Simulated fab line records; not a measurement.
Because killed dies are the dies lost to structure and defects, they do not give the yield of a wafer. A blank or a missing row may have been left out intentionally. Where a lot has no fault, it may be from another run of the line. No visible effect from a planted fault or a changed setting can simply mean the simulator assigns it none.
Which of the tools did it?	flow nand harc	23 lots, 69 wafers sampled, at 6 steps of a route of 1159

== WHAT THE GAUGES SHOWED, per wafer ==
No reading from a measuring or inspecting step in the record can be judged against a usual standard deviation.

== TOOL THAT RAN EACH LOT (tool first, then ch and the chambers of the sampled wafers, then the start) ==
lot	NHARC_A_CONTACT_ETCH_123	NHARC_A_CONTACT_ETCH_90	NHARC_A_CONTACT_ETCH_124	NHARC_A_CONTACT_ETCH_125	NHARC_A_CONTACT_ETCH_131	NHARC_A_CONTACT_ETCH_106
L074	har cap etch-03 ch 0,1, day 16 07:49	rie diel-04 ch 0,2, day 16 08:19	har cap etch-02 ch 0,1, day 16 13:16	har cap etch-02 ch 0,1, day 16 13:26	har cap etch-02 ch 0,1, day 16 14:17	rie diel-04 ch 0,2, day 16 15:36
L075	har cap etch-01 ch 0,1, day 16 16:28	rie diel-12 ch 2,3, day 16 17:05	har cap etch-02 ch 0,1, day 16 23:23	har cap etch-02 ch 0,1, day 16 23:35	har cap etch-02 ch 0,1, day 17 00:26	rie diel-04 ch 2,3, day 17 02:01
L077	har cap etch-03 ch 0,1, day 16 16:58	rie diel-12 ch 1,3, day 16 17:34	har cap etch-03 ch 0,1, day 17 00:53	har cap etch-03 ch 0,1, day 17 01:05	har cap etch-03 ch 0,1, day 17 01:56	rie diel-04 ch 1,2,3, day 17 04:31
L076	har cap etch-01 ch 0,1, day 16 20:43	rie diel-02 ch 0,1,2, day 16 21:17	har cap etch-01 ch 0,1, day 17 04:46	har cap etch-01 ch 0,1, day 17 04:57	har cap etch-01 ch 0,1, day 17 05:49	rie diel-12 ch 2,3, day 17 07:16
L079	har cap etch-02 ch 0,1, day 17 05:28	rie diel-12 ch 0,2,3, day 17 06:04	har cap etch-01 ch 0,1, day 17 11:20	har cap etch-01 ch 0,1, day 17 11:32	har cap etch-01 ch 0,1, day 17 12:23	rie diel-02 ch 0,3, day 17 13:45
L081	har cap etch-02 ch 0,1, day 17 17:47	rie diel-12 ch 1,2, day 17 18:18	har cap etch-03 ch 0,1, day 17 23:18	har cap etch-03 ch 0,1, day 17 23:32	har cap etch-03 ch 0,1, day 18 00:41	rie diel-12 ch 2,3, day 18 02:11
L080	har cap etch-01 ch 0,1, day 17 20:02	rie diel-12 ch 0,1,2, day 17 20:31	har cap etch-01 ch 0,1, day 18 01:35	har cap etch-01 ch 0,1, day 18 01:46	har cap etch-01 ch 0,1, day 18 02:37	rie diel-12 ch 0,2,3, day 18 03:57
L082	har cap etch-01 ch 0,1, day 18 11:25	rie diel-12 ch 0,1,2, day 18 12:01	har cap etch-02 ch 0,1, day 18 17:32	har cap etch-02 ch 0,1, day 18 17:44	har cap etch-02 ch 0,1, day 18 18:34	rie diel-02 ch 0,2,3, day 18 19:59
L083	har cap etch-03 ch 0,1, day 18 11:30	rie diel-02 ch 1,2, day 18 12:15	har cap etch-03 ch 0,1, day 18 17:15	har cap etch-03 ch 0,1, day 18 17:27	har cap etch-03 ch 0,1, day 18 18:18	rie diel-12 ch 1,2, day 18 19:40
L085	har cap etch-01 ch 0,1, day 19 00:42	rie diel-02 ch 0,1,3, day 19 01:19	har cap etch-02 ch 0,1, day 19 06:46	har cap etch-02 ch 0,1, day 19 06:58	har cap etch-02 ch 0,1, day 19 07:49	rie diel-04 ch 1,2,3, day 19 09:19
L084	har cap etch-03 ch 0,1, day 19 01:01	rie diel-04 ch 1,2,3, day 19 01:38	har cap etch-03 ch 0,1, day 19 07:58	har cap etch-03 ch 0,1, day 19 08:09	har cap etch-03 ch 0,1, day 19 09:00	rie diel-12 ch 0,2, day 19 10:20
L087	har cap etch-01 ch 0, day 19 10:26	rie diel-12 ch 0,2, day 19 11:02	har cap etch-03 ch 0,1, day 19 16:48	har cap etch-03 ch 0,1, day 19 17:00	har cap etch-03 ch 0,1, day 19 17:51	rie diel-12 ch 0,1, day 19 19:20
L088	har cap etch-02 ch 1, day 19 10:55	rie diel-02 ch 0,1,2, day 19 11:28	har cap etch-01 ch 0,1, day 19 17:15	har cap etch-01 ch 0,1, day 19 17:26	har cap etch-01 ch 0,1, day 19 18:17	rie diel-02 ch 0,2,3, day 19 19:50
L086	har cap etch-01 ch 0,1, day 19 14:29	rie diel-02 ch 0,1,2, day 19 15:07	har cap etch-02 ch 0,1, day 19 20:26	har cap etch-02 ch 0,1, day 19 20:37	har cap etch-02 ch 0,1, day 19 21:28	rie diel-02 ch 0,2,3, day 19 22:50
L089	har cap etch-02 ch 0,1, day 20 03:58	rie diel-12 ch 0,1,2, day 20 04:31	har cap etch-02 ch 0,1, day 20 09:30	har cap etch-02 ch 0,1, day 20 09:42	har cap etch-02 ch 0,1, day 20 10:34	rie diel-02 ch 1,2,3, day 20 11:55
L090	har cap etch-03 ch 0, day 20 05:19	rie diel-02 ch 0,1,3, day 20 05:53	har cap etch-03 ch 1, day 20 12:36	har cap etch-03 ch 1, day 20 12:48	har cap etch-03 ch 1, day 20 13:39	rie diel-02 ch 2,3, day 20 15:01
L092	har cap etch-01 ch 0,1, day 20 16:01	rie diel-12 ch 0,2,3, day 20 16:34	har cap etch-02 ch 0,1, day 20 22:15	har cap etch-02 ch 0,1, day 20 22:26	har cap etch-02 ch 0,1, day 20 23:17	rie diel-12 ch 2,3, day 21 00:37
L091	har cap etch-03 ch 0,1, day 20 19:14	rie diel-04 ch 0,1,2, day 20 19:55	har cap etch-01 ch 0,1, day 21 01:37	har cap etch-01 ch 0,1, day 21 01:49	har cap etch-01 ch 0,1, day 21 02:40	rie diel-12 ch 1,2,3, day 21 04:23
L094	har cap etch-01 ch 0,1, day 20 21:13	rie diel-04 ch 0,1,3, day 20 21:49	har cap etch-03 ch 0,1, day 21 02:43	har cap etch-03 ch 0,1, day 21 02:55	har cap etch-03 ch 0,1, day 21 03:46	rie diel-12 ch 1,2,3, day 21 05:08
L093	har cap etch-03 ch 0,1, day 20 22:01	rie diel-12 ch 2,3, day 20 22:37	har cap etch-02 ch 1, day 21 03:34	har cap etch-02 ch 1, day 21 03:46	har cap etch-02 ch 1, day 21 04:37	rie diel-04 ch 0,2, day 21 06:04
L095	har cap etch-03 ch 0,1, day 21 16:06	rie diel-12 ch 0,1,2, day 21 16:43	har cap etch-01 ch 0,1, day 21 21:53	har cap etch-01 ch 0,1, day 21 22:05	har cap etch-01 ch 0,1, day 21 22:56	rie diel-12 ch 0,1,3, day 22 00:31
L097	har cap etch-02 ch 0,1, day 21 21:55	rie diel-12 ch 0,1, day 21 22:28	har cap etch-02 ch 0,1, day 22 03:44	har cap etch-02 ch 0,1, day 22 03:55	har cap etch-02 ch 0,1, day 22 04:46	rie diel-12 ch 0,3, day 22 06:08
L096	har cap etch-03 ch 1, day 22 02:37	rie diel-12 ch 0,2,3, day 22 03:14	har cap etch-02 ch 0,1, day 22 10:33	har cap etch-02 ch 0,1, day 22 10:44	har cap etch-02 ch 0,1, day 22 11:35	rie diel-04 ch 0,3, day 22 13:00
- NHARC_A_CONTACT_ETCH_123: etches the open film in C4F8/O2/Ar, time 253 s, target depth 1090 nm.
- NHARC_A_CONTACT_ETCH_90: etches the open film in CH3F/O2, target depth 40 nm, time 85.7 s.
- NHARC_A_CONTACT_ETCH_124: etches the open film in C4F8/O2/Ar, time 140 s, target depth 700 nm.
- NHARC_A_CONTACT_ETCH_125: etches the open film in C4F8/O2/Ar, time 155 s, target depth 956 nm.
- NHARC_A_CONTACT_ETCH_131: etches the open film in C4F8/O2/Ar, time 155 s, target depth 956 nm.
- NHARC_A_CONTACT_ETCH_106: etches the open film in CF4/O2, target depth 60 nm, overetch 6 nm, time 33 s.

== WHAT THE TOOLS THEMSELVES READ (means of the sampled wafers that have a number; where no wafer has one, the mark that the record gives instead) ==
NHARC_A_CONTACT_ETCH_123. Usual: chamber pressure mTorr reads 20.000 mTorr (standard deviation 0.018).
lot	tool	chamber pressure mTorr (mTorr)	flag
L074	har cap etch-03	19.995	
L075	har cap etch-01	19.991	
L077	har cap etch-03	20.009	
L076	har cap etch-01	20.001	
L079	har cap etch-02	20.005	
L081	har cap etch-02	19.983	
L080	har cap etch-01	20.009	
L082	har cap etch-01	19.981	
L083	har cap etch-03	19.996	
L085	har cap etch-01	19.994	
L084	har cap etch-03	19.992	
L087	har cap etch-01	20.021	
L088	har cap etch-02	19.996	
L086	har cap etch-01	19.995	
L089	har cap etch-02	19.994	
L090	har cap etch-03	20.006	
L092	har cap etch-01	20.021	
L091	har cap etch-03	20.009	
L094	har cap etch-01	20.005	
L093	har cap etch-03	20.018	
L095	har cap etch-03	19.990	
L097	har cap etch-02	20.008	
L096	har cap etch-03	20.000	

NHARC_A_CONTACT_ETCH_90. Usual: chamber pressure mTorr 25.001 mTorr, standard deviation 0.024; drypump motor current A 5.4 A, standard deviation 0.46; oes product au 0.97 a.u., standard deviation 0.038; rf vpp V 244.3 V, standard deviation 1.4; showerhead plenum p Torr 2.46 Torr, standard deviation 0.088; throttle valve pct 20.663 %, standard deviation 0.0083.
lot	tool	chamber pressure mTorr (mTorr)	drypump motor current A (A)	oes product au (a.u.)	rf vpp V (V)	showerhead plenum p Torr (Torr)	throttle valve pct (%)	flag
L074	rie diel-04	24.954	5.8	1.01	243.5	2.43	20.665	
L075	rie diel-12	24.994	5.5	0.94	243.5	2.39	20.661	
L077	rie diel-12	25.022	5.7	0.94	244.2	2.43	20.656	
L076	rie diel-02	24.980	5.6	1.02	245.3	2.52	20.666	
L079	rie diel-12	24.992	5.6	1.00	244.3	2.40	20.667	
L081	rie diel-12	25.014	5.0	0.94	244.3	2.46	20.665	
L080	rie diel-12	24.972	5.1	1.00	244.4	2.47	20.666	
L082	rie diel-12	24.986	5.1	1.00	244.8	2.47	20.658	
L083	rie diel-02	24.986	5.3	1.02	246.2	2.59	20.667	
L085	rie diel-02	25.023	5.6	0.94	244.5	2.45	20.671	
L084	rie diel-04	25.011	5.3	0.93	243.9	2.39	20.670	
L087	rie diel-12	24.993	5.3	1.00	244.1	2.41	20.668	
L088	rie diel-02	25.001	5.6	0.93	244.6	2.51	20.653	
L086	rie diel-02	25.019	5.6	0.94	244.2	2.51	20.662	
L089	rie diel-12	24.989	5.1	0.93	244.3	2.47	20.662	
L090	rie diel-02	24.997	5.6	0.96	244.3	2.44	20.661	
L092	rie diel-12	24.996	5.6	0.92	242.7	2.39	20.669	
L091	rie diel-04	25.034	5.5	1.02	243.5	2.42	20.659	
L094	rie diel-04	24.992	5.2	1.00	243.8	2.39	20.656	
L093	rie diel-12	25.014	5.5	0.93	242.9	2.38	20.666	
L095	rie diel-12	24.994	5.1	0.94	244.1	2.47	20.664	
L097	rie diel-12	24.998	5.2	0.98	245.0	2.48	20.669	
L096	rie diel-12	25.019	5.6	0.93	243.4	2.39	20.666	

NHARC_A_CONTACT_ETCH_124. Usual: chamber pressure mTorr reads 20.000 mTorr (standard deviation 0.017).
lot	tool	chamber pressure mTorr (mTorr)	flag
L074	har cap etch-02	20.008	
L075	har cap etch-02	19.989	
L077	har cap etch-03	19.999	
L076	har cap etch-01	20.002	
L079	har cap etch-01	20.011	
L081	har cap etch-03	20.012	
L080	har cap etch-01	19.991	
L082	har cap etch-02	19.988	
L083	har cap etch-03	20.006	
L085	har cap etch-02	20.001	
L084	har cap etch-03	19.990	
L087	har cap etch-03	19.983	
L088	har cap etch-01	19.980	
L086	har cap etch-02	20.021	
L089	har cap etch-02	19.989	
L090	har cap etch-03	20.012	
L092	har cap etch-02	20.016	
L091	har cap etch-01	20.007	
L094	har cap etch-03	19.993	
L093	har cap etch-02	19.994	
L095	har cap etch-01	19.997	
L097	har cap etch-02	19.996	
L096	har cap etch-02	20.014	

NHARC_A_CONTACT_ETCH_125. Usual: chamber pressure mTorr reads 20.000 mTorr (standard deviation 0.02).
lot	tool	chamber pressure mTorr (mTorr)	flag
L074	har cap etch-02	19.977	
L075	har cap etch-02	20.013	
L077	har cap etch-03	19.989	
L076	har cap etch-01	19.990	
L079	har cap etch-01	20.005	
L081	har cap etch-03	20.014	
L080	har cap etch-01	20.008	
L082	har cap etch-02	19.999	
L083	har cap etch-03	20.000	
L085	har cap etch-02	20.017	
L084	har cap etch-03	20.013	
L087	har cap etch-03	20.006	
L088	har cap etch-01	20.010	
L086	har cap etch-02	20.007	
L089	har cap etch-02	19.990	
L090	har cap etch-03	20.004	
L092	har cap etch-02	20.012	
L091	har cap etch-01	19.990	
L094	har cap etch-03	19.974	
L093	har cap etch-02	19.979	
L095	har cap etch-01	20.000	
L097	har cap etch-02	19.996	
L096	har cap etch-02	19.983	

NHARC_A_CONTACT_ETCH_131. Usual: chamber pressure mTorr reads 20.000 mTorr (standard deviation 0.019).
lot	tool	chamber pressure mTorr (mTorr)	flag
L074	har cap etch-02	20.001	
L075	har cap etch-02	20.011	
L077	har cap etch-03	19.999	
L076	har cap etch-01	20.004	
L079	har cap etch-01	19.999	
L081	har cap etch-03	20.007	
L080	har cap etch-01	19.990	
L082	har cap etch-02	20.017	
L083	har cap etch-03	20.006	
L085	har cap etch-02	20.000	
L084	har cap etch-03	20.009	
L087	har cap etch-03	20.001	
L088	har cap etch-01	20.007	
L086	har cap etch-02	19.995	
L089	har cap etch-02	19.996	
L090	har cap etch-03	20.005	
L092	har cap etch-02	19.994	
L091	har cap etch-01	20.003	
L094	har cap etch-03	19.986	
L093	har cap etch-02	19.995	
L095	har cap etch-01	20.013	
L097	har cap etch-02	19.986	
L096	har cap etch-02	20.002	

NHARC_A_CONTACT_ETCH_106. Usual: cf4 flow sccm 79.98 sccm, standard deviation 0.23; chamber pressure mTorr 29.999 mTorr, standard deviation 0.027; drypump motor current A 5.4 A, standard deviation 0.44; oes_o_777_au 1.000 a.u., standard deviation 0.0049; oes product au 1.004 a.u., standard deviation 0.011; rf vpp V 197.6 V, standard deviation 1.2; showerhead plenum p Torr 1.32 Torr, standard deviation 0.047; throttle valve pct 13.398 %, standard deviation 0.0092.
lot	tool	cf4 flow sccm (sccm)	chamber pressure mTorr (mTorr)	drypump motor current A (A)	oes_o_777_au (a.u.)	oes product au (a.u.)	rf vpp V (V)	showerhead plenum p Torr (Torr)	throttle valve pct (%)	flag
L074	rie diel-04	79.91	29.969	5.7	1.000	1.002	197.3	1.31	13.397	
L075	rie diel-04	79.86	29.988	5.7	0.999	1.004	196.9	1.30	13.391	
L077	rie diel-04	80.02	30.003	5.3	1.004	1.004	197.0	1.30	13.396	
L076	rie diel-12	79.83	30.008	5.5	1.001	1.010	197.2	1.30	13.403	
L079	rie diel-02	79.63	29.996	5.6	0.999	1.011	197.7	1.32	13.400	
L081	rie diel-12	79.81	29.998	5.8	1.000	1.004	197.7	1.28	13.399	
L080	rie diel-12	80.00	30.014	5.6	1.005	1.010	196.9	1.30	13.411	
L082	rie diel-02	79.76	30.000	5.5	0.998	1.009	197.5	1.36	13.397	
L083	rie diel-12	80.01	29.992	5.0	1.002	0.999	197.5	1.33	13.394	
L085	rie diel-04	79.87	30.000	5.3	1.001	1.004	197.2	1.30	13.394	
L084	rie diel-12	80.06	30.010	5.3	1.004	1.006	197.5	1.31	13.391	
L087	rie diel-12	79.95	29.993	4.9	1.000	0.983	198.9	1.38	13.394	
L088	rie diel-02	79.90	30.002	5.5	1.002	1.016	197.7	1.36	13.399	
L086	rie diel-02	79.78	29.980	5.5	1.004	1.013	198.1	1.36	13.391	
L089	rie diel-02	79.90	30.017	5.4	1.000	1.018	199.2	1.37	13.397	
L090	rie diel-02	79.93	29.994	5.3	0.997	1.006	197.7	1.36	13.393	
L092	rie diel-12	80.07	30.029	5.5	0.998	1.014	197.3	1.29	13.407	
L091	rie diel-12	80.11	30.020	5.4	1.002	0.997	198.2	1.32	13.403	
L094	rie diel-12	79.98	30.020	5.4	1.002	0.997	197.3	1.32	13.398	
L093	rie diel-04	80.14	30.032	5.7	0.996	1.005	197.6	1.31	13.400	
L095	rie diel-12	79.84	29.994	5.5	0.998	0.987	198.0	1.33	13.396	
L097	rie diel-12	80.08	29.986	6.0	0.997	0.990	196.2	1.29	13.399	
L096	rie diel-04	80.27	29.995	5.5	1.000	0.999	196.2	1.29	13.389	

== THE ANSWER, worked out from the rows above alone ==
Rule: a lot counts as off when the mean over its wafers that have a number is more than 3 standard deviations away from the usual mean. Also off: a lot with no number at a reading for which 4 or more lots have one. Any other lot the step has rows for is counted as sound. Order of review: gauges by route order, followed by the tools' own readings, for which a lot's mean as printed above is used. The first step at which some lot is off is used, and at that step the reading that is off furthest; a lot without a number counts as furthest.
No lot is off at any reading shown: from this, nothing can be told.

== WHAT HAD BEEN PUT IN BY THE SIMULATOR ==
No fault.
